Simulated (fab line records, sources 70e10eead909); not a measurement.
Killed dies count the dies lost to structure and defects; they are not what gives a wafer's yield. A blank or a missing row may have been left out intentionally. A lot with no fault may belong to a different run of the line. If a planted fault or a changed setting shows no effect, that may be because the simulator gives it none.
Which tool is to blame? / flow nand_harc / 42 wafers from 14 lots sampled at 3 of the route's 1302 steps

## WHAT THE GAUGES SHOWED, per wafer
NHARC_P_BONDPAD_THK_MEAS_33: measures by ellipsometry.
lot=L999; measured=day 6 12:53; on=film_metro-02; thk_nm (nm)=197.3 197.9 198.7
lot=L100; measured=day 6 18:15; on=film_metro-01; thk_nm (nm)=200.6 199.1 201.8
lot=L101; measured=day 7 12:24; on=film_metro-01; thk_nm (nm)=200.6 202.8 200.9
lot=L104; measured=day 8 10:59; on=film_metro-01; thk_nm (nm)=198.2 200.8 199.7
lot=L105; measured=day 9 04:45; on=film_metro-01; thk_nm (nm)=197.9 199.6 199.9
lot=L107; measured=day 10 02:54; on=film_metro-02; thk_nm (nm)=195.6 197.1 198.1
lot=L108; measured=day 10 12:11; on=film_metro-01; thk_nm (nm)=199.9 197.9 200.9
lot=L112; measured=day 12 00:23; on=film_metro-01; thk_nm (nm)=198.8 200.8 200.7
lot=L114; measured=day 12 15:42; on=film_metro-02; thk_nm (nm)=200.0 199.0 200.6
lot=L118; measured=day 14 12:26; on=film_metro-02; thk_nm (nm)=200.5 198.7 200.4
lot=L119; measured=day 14 23:22; on=film_metro-02; thk_nm (nm)=200.4 200.6 201.1
lot=L120; measured=day 15 08:04; on=film_metro-01; thk_nm (nm)=199.8 198.8 201.3
lot=L121; measured=day 15 20:29; on=film_metro-01; thk_nm (nm)=202.7 201.6 202.0
lot=L122; measured=day 16 10:52; on=film_metro-02; thk_nm (nm)=197.9 201.5 200.6

## EACH LOT AND THE TOOL THAT RAN IT (in order: tool; ch and the chambers of the sampled wafers; start)
lot=L999; NHARC_P_M2_PRE_CLEAN_32=pecvd-03 ch 0,2, day 6 11:45; NHARC_P_BONDPAD_CMP_32=cmp-01 ch 2,3, day 6 12:38
lot=L100; NHARC_P_M2_PRE_CLEAN_32=pecvd-04 ch 0,1,2, day 6 16:55; NHARC_P_BONDPAD_CMP_32=cmp-01 ch 0,2, day 6 17:59
lot=L101; NHARC_P_M2_PRE_CLEAN_32=pecvd-01 ch 1,2, day 7 11:14; NHARC_P_BONDPAD_CMP_32=cmp-02 ch 0,2,3, day 7 12:11
lot=L104; NHARC_P_M2_PRE_CLEAN_32=pecvd-04 ch 0,2, day 8 09:50; NHARC_P_BONDPAD_CMP_32=cmp-02 ch 0,1,2, day 8 10:47
lot=L105; NHARC_P_M2_PRE_CLEAN_32=pecvd-01 ch 0,1,2, day 9 03:37; NHARC_P_BONDPAD_CMP_32=cmp-02 ch 0,3, day 9 04:31
lot=L107; NHARC_P_M2_PRE_CLEAN_32=pecvd-01 ch 0,1,2, day 10 01:47; NHARC_P_BONDPAD_CMP_32=cmp-04 ch 1,2, day 10 02:39
lot=L108; NHARC_P_M2_PRE_CLEAN_32=pecvd-04 ch 0,2, day 10 11:02; NHARC_P_BONDPAD_CMP_32=cmp-01 ch 0,2,3, day 10 11:59
lot=L112; NHARC_P_M2_PRE_CLEAN_32=pecvd-03 ch 0,2, day 11 23:14; NHARC_P_BONDPAD_CMP_32=cmp-01 ch 1,2,3, day 12 00:08
lot=L114; NHARC_P_M2_PRE_CLEAN_32=pecvd-01 ch 0,1,2, day 12 14:33; NHARC_P_BONDPAD_CMP_32=cmp-01 ch 1,2, day 12 15:28
lot=L118; NHARC_P_M2_PRE_CLEAN_32=pecvd-04 ch 0,1,2, day 14 11:18; NHARC_P_BONDPAD_CMP_32=cmp-04 ch 0,1,3, day 14 12:13
lot=L119; NHARC_P_M2_PRE_CLEAN_32=pecvd-01 ch 0,1,2, day 14 22:16; NHARC_P_BONDPAD_CMP_32=cmp-02 ch 0,1,2, day 14 23:08
lot=L120; NHARC_P_M2_PRE_CLEAN_32=pecvd-03 ch 0,2, day 15 06:56; NHARC_P_BONDPAD_CMP_32=cmp-01 ch 0,2,3, day 15 07:49
lot=L121; NHARC_P_M2_PRE_CLEAN_32=pecvd-01 ch 0,2, day 15 19:21; NHARC_P_BONDPAD_CMP_32=cmp-04 ch 0,2, day 15 20:14
lot=L122; NHARC_P_M2_PRE_CLEAN_32=pecvd-01 ch 0,1, day 16 09:43; NHARC_P_BONDPAD_CMP_32=cmp-02 ch 0,2,3, day 16 10:40
- NHARC_P_M2_PRE_CLEAN_32: time 12 s.
- NHARC_P_BONDPAD_CMP_32: polishes SiCN, target thk 200 nm.

## WHAT THE TOOLS THEMSELVES READ (means of the sampled wafers that have a number; where no wafer has one, the mark that the record gives instead)
NHARC_P_M2_PRE_CLEAN_32.
lot=L999; tool=pecvd-03; heater_power_w (W)=765
lot=L100; tool=pecvd-04; heater_power_w (W)=549
lot=L101; tool=pecvd-01; heater_power_w (W)=536
lot=L104; tool=pecvd-04; heater_power_w (W)=530
lot=L105; tool=pecvd-01; heater_power_w (W)=603
lot=L107; tool=pecvd-01; heater_power_w (W)=630
lot=L108; tool=pecvd-04; heater_power_w (W)=486
lot=L112; tool=pecvd-03; heater_power_w (W)=686
lot=L114; tool=pecvd-01; heater_power_w (W)=616
lot=L118; tool=pecvd-04; heater_power_w (W)=588
lot=L119; tool=pecvd-01; heater_power_w (W)=608
lot=L120; tool=pecvd-03; heater_power_w (W)=722
lot=L121; tool=pecvd-01; heater_power_w (W)=642
lot=L122; tool=pecvd-01; heater_power_w (W)=599

NHARC_P_BONDPAD_CMP_32.
lot=L999; tool=cmp-01; motor_current_A (A)=10.6
lot=L100; tool=cmp-01; motor_current_A (A)=10.6
lot=L101; tool=cmp-02; motor_current_A (A)=11.9
lot=L104; tool=cmp-02; motor_current_A (A)=11.9
lot=L105; tool=cmp-02; motor_current_A (A)=12.9
lot=L107; tool=cmp-04; motor_current_A (A)=13.5
lot=L108; tool=cmp-01; motor_current_A (A)=10.7
lot=L112; tool=cmp-01; motor_current_A (A)=10.9
lot=L114; tool=cmp-01; motor_current_A (A)=11.3
lot=L118; tool=cmp-04; motor_current_A (A)=13.1
lot=L119; tool=cmp-02; motor_current_A (A)=12.1
lot=L120; tool=cmp-01; motor_current_A (A)=10.5
lot=L121; tool=cmp-04; motor_current_A (A)=13.8
lot=L122; tool=cmp-02; motor_current_A (A)=12.1

## THE ANSWER, worked out from the rows above alone
Rule: the lots themselves supply what counts as usual. Put in order of their means at a reading, lots are off if they are a third of the lots or fewer, leave a main group of 4 or more, and stand apart from it by a gap of 3 or more times the standard deviation of the main group's means; of several such gaps the widest counts. If all means in a main group match to the digits the tables above print for the reading, that group is not used. A lot without any number at a reading at which 4 lots or more have one is off too. The other lots that the step has rows for count as sound. First the gauges in route order, then the tools' own readings, where a lot's mean is used as printed above. At the first step where some lot is off, the reading lying furthest off is the one used; lots without a number count as furthest.
No lot is off at any reading shown: from this, nothing can be told.

## WHAT HAD BEEN PUT IN BY THE SIMULATOR
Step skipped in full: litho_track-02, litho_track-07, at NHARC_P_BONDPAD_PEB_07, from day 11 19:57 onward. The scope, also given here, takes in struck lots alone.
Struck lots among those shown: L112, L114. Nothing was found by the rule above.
